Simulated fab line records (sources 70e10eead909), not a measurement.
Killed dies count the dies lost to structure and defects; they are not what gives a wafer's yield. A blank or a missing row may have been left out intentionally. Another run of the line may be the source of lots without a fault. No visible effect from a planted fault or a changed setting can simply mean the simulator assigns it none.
Which tool was responsible?    flow nandHarc    12 lots with 36 wafers sampled at 6 steps, on a route of 1159 steps

## WHAT THE GAUGES SHOWED, per wafer
NHARC_A_ONON_D1_THK_MEAS_27: measures by ellipsometry.
lot   measured      on            thkNm (nm)
L107  day 7 18:40   filmMetro-01  1001 999 1001
L109  day 8 18:03   filmMetro-01  1007 1009 1008
L112  day 9 02:50   filmMetro-01  1001 1002 1002
L113  day 9 23:39   filmMetro-01  989 988 986
L115  day 9 23:30   filmMetro-01  992 991 990
L119  day 11 02:40  filmMetro-02  1615 1614 1614
L120  day 11 19:32  filmMetro-01  998 1000 999
L121  day 11 19:32  filmMetro-02  1612 1609 1612
L123  day 12 02:08  filmMetro-01  1016 1017 1016
L125  day 12 21:58  filmMetro-02  998 996 998
L128  day 12 21:43  filmMetro-01  1000 1000 1000
L127  day 13 01:58  filmMetro-02  1011 1012 1011

NHARC_END_SORT_01.
lot   measured      on         killedAtArray  killedAtOther  killedAtPeriphery  killedDies   killedOpen  killedShort
L119  day 22 05:32  prober-02  671 676 673    2 0 0          4 1 4              677 677 677  9 0 3       1 1 2
L121  day 23 15:14  prober-01  676 677 675    0 0 0          1 0 2              677 677 677  5 2 3       1 0 1

## WHAT TOOL EACH LOT RAN ON (gives the tool, then ch and the chambers of the sampled wafers, and finally the start)
lot   NHARC_P_M2_PRE_CLEAN_32          NHARC_A_ONON_D1_DEP_25           NHARC_A_ONON_D1_DEP_33           NHARC_A_CHANNEL_HOLE_D1_ETCH_38
L107  pecvd-01 ch 0,1,2, day 6 02:13   pecvdOnon-02 ch 0, day 7 18:10   pecvd-01 ch 0,2, day 7 19:23     rieDiel-09 ch 1,2, day 7 22:55
L109  pecvd-03 ch 1,2, day 7 02:29     pecvdOnon-02 ch 0, day 8 17:36   pecvd-04 ch 0,1, day 8 18:42     rieDiel-09 ch 0,1,3, day 8 22:40
L112  pecvd-03 ch 0,1,2, day 7 11:59   pecvdOnon-03 ch 0, day 9 02:17   pecvd-01 ch 0,1,2, day 9 03:27   rieDiel-09 ch 1,2,3, day 9 07:05
L113  pecvd-03 ch 0,1, day 8 07:46     pecvdOnon-03 ch 0, day 9 23:11   pecvd-03 ch 0,2, day 10 00:26    rieDiel-10 ch 2,3, day 10 05:04
L115  pecvd-01 ch 0,2, day 8 08:45     pecvdOnon-04 ch 0, day 9 22:59   pecvd-03 ch 1,2, day 10 00:10    rieDiel-10 ch 1,3, day 10 05:02
L119  pecvd-02 ch 0,1,2, day 9 11:17   pecvdOnon-03 ch 0, day 11 02:13  pecvd-03 ch 0,1, day 11 03:32    -
L120  pecvd-01 ch 1,2, day 9 23:14     pecvdOnon-04 ch 0, day 11 19:02  pecvd-01 ch 0,1,2, day 11 20:25  rieDiel-10 ch 0,1, day 12 02:26
L121  pecvd-02 ch 0,1, day 10 00:02    pecvdOnon-03 ch 0, day 11 19:09  pecvd-04 ch 0,1, day 11 20:33    -
L123  pecvd-01 ch 0,1,2, day 10 10:02  pecvdOnon-02 ch 0, day 12 01:37  pecvd-04 ch 0,1,2, day 12 02:52  rieDiel-04 ch 1,2,3, day 12 06:36
L125  pecvd-02 ch 0,1, day 11 06:44    pecvdOnon-02 ch 0, day 12 21:28  pecvd-04 ch 0,1, day 12 22:42    rieDiel-09 ch 0,3, day 13 03:18
L128  pecvd-03 ch 0,1,2, day 11 06:55  pecvdOnon-04 ch 0, day 12 21:11  pecvd-03 ch 0,2, day 12 22:23    rieDiel-09 ch 0,2,3, day 13 01:46
L127  pecvd-03 ch 0,2, day 11 10:10    pecvdOnon-04 ch 0, day 13 01:30  pecvd-04 ch 0,2, day 13 02:35    rieDiel-09 ch 0,3, day 13 06:03
- NHARC_P_M2_PRE_CLEAN_32: time 12 s.
- NHARC_A_ONON_D1_DEP_25: target thk 1000 nm.
- NHARC_A_ONON_D1_DEP_33: deposits SiO2, target thk 200 nm.
- NHARC_A_CHANNEL_HOLE_D1_ETCH_38: etches the open film in CF4, target depth 39 nm, time 65 s.

## AS READ BY THE TOOLS THEMSELVES (means over the sampled wafers that have a number; for cases with no such wafer, the mark the record gives instead)
NHARC_P_M2_PRE_CLEAN_32.
lot   tool      heaterPowerW (W)
L107  pecvd-01  626
L109  pecvd-03  710
L112  pecvd-03  700
L113  pecvd-03  619
L115  pecvd-01  637
L119  pecvd-02  612
L120  pecvd-01  689
L121  pecvd-02  647
L123  pecvd-01  653
L125  pecvd-02  650
L128  pecvd-03  677
L127  pecvd-03  652

NHARC_A_ONON_D1_DEP_25.
lot   tool          sih4FlowSccm (sccm)
L107  pecvdOnon-02  210.4
L109  pecvdOnon-02  209.9
L112  pecvdOnon-03  209.6
L113  pecvdOnon-03  209.5
L115  pecvdOnon-04  210.4
L119  pecvdOnon-03  209.7
L120  pecvdOnon-04  209.6
L121  pecvdOnon-03  210.3
L123  pecvdOnon-02  209.7
L125  pecvdOnon-02  210.1
L128  pecvdOnon-04  209.7
L127  pecvdOnon-04  210.4

NHARC_A_ONON_D1_DEP_33.
lot   tool      heaterPowerW (W)  throttleValvePct (%)
L107  pecvd-01  622               16.2
L109  pecvd-04  534               15.8
L112  pecvd-01  597               16.5
L113  pecvd-03  610               16.2
L115  pecvd-03  723               16.2
L119  pecvd-03  499               16.2
L120  pecvd-01  623               16.4
L121  pecvd-04  534               15.8
L123  pecvd-04  508               15.8
L125  pecvd-04  598               15.8
L128  pecvd-03  601               16.4
L127  pecvd-04  477               15.9

NHARC_A_CHANNEL_HOLE_D1_ETCH_38.
lot   tool        chamberPressureMTorr (mTorr)  drypumpMotorCurrentA (A)  oesProductAu (a.u.)  rfVppV (V)  showerheadPlenumPTorr (Torr)  throttleValvePct (%)
L107  rieDiel-09  49.99                         5.8                       1.005                151.2       1.72                          13.286
L109  rieDiel-09  50.02                         5.9                       1.004                152.4       1.82                          13.287
L112  rieDiel-09  49.98                         5.8                       1.008                151.4       1.77                          13.276
L113  rieDiel-10  49.98                         5.5                       1.002                152.4       1.84                          13.287
L115  rieDiel-10  49.97                         5.8                       1.013                150.7       1.68                          13.288
L120  rieDiel-10  50.02                         5.8                       1.008                150.8       1.74                          13.279
L123  rieDiel-04  49.95                         6.1                       0.996                150.4       1.77                          13.277
L125  rieDiel-09  50.01                         5.9                       1.008                153.2       1.88                          13.300
L128  rieDiel-09  50.02                         5.9                       1.008                152.2       1.84                          13.282
L127  rieDiel-09  49.98                         6.0                       1.013                152.9       1.89                          13.284

## THE ANSWER, worked out from the rows above alone
Rule: usual is defined by the lots themselves. The widest of any qualifying gaps counts: lots, ordered by their means at a reading, are off when they make up no more than a third of the lots, leave a main group of 4 or more, and stand apart from it by 3 or more times the standard deviation of that group's means. If all means in a main group match to the digits the tables above print for the reading, that group is not used. Also off: a lot with no number at a reading for which 4 or more lots have one. The other lots that the step has rows for count as sound. The gauges are gone through in route order, then the tools' own readings, and for those a lot's mean is taken as printed above. At the first step where some lot is off, the reading lying furthest off is the one used; lots without a number count as furthest.
Off, at NHARC_A_ONON_D1_THK_MEAS_27 on thkNm: L119, L121. Main group: mean 1001 nm, sd 8.3.
A tool fits if, at a process step before that reading, it ran every lot that is off, and no sound lot after the first of them. Those tools and the gauges at NHARC_A_ONON_D1_THK_MEAS_27 are tried in the same way. One fits: NHARC_A_ONON_D1_DEP_25 on pecvdOnon-03. A fault onset in the window from L113 (day 9 23:11, its last sound lot) to L119 (day 11 02:13, its first lot off) fits.

## WHAT WAS PUT IN BY THE SIMULATOR
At NHARC_A_ONON_D1_DEP_25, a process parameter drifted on pecvdOnon-03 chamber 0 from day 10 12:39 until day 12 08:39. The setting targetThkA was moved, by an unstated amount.
Struck lots among those shown: L119, L121. The same result came from the rule above.
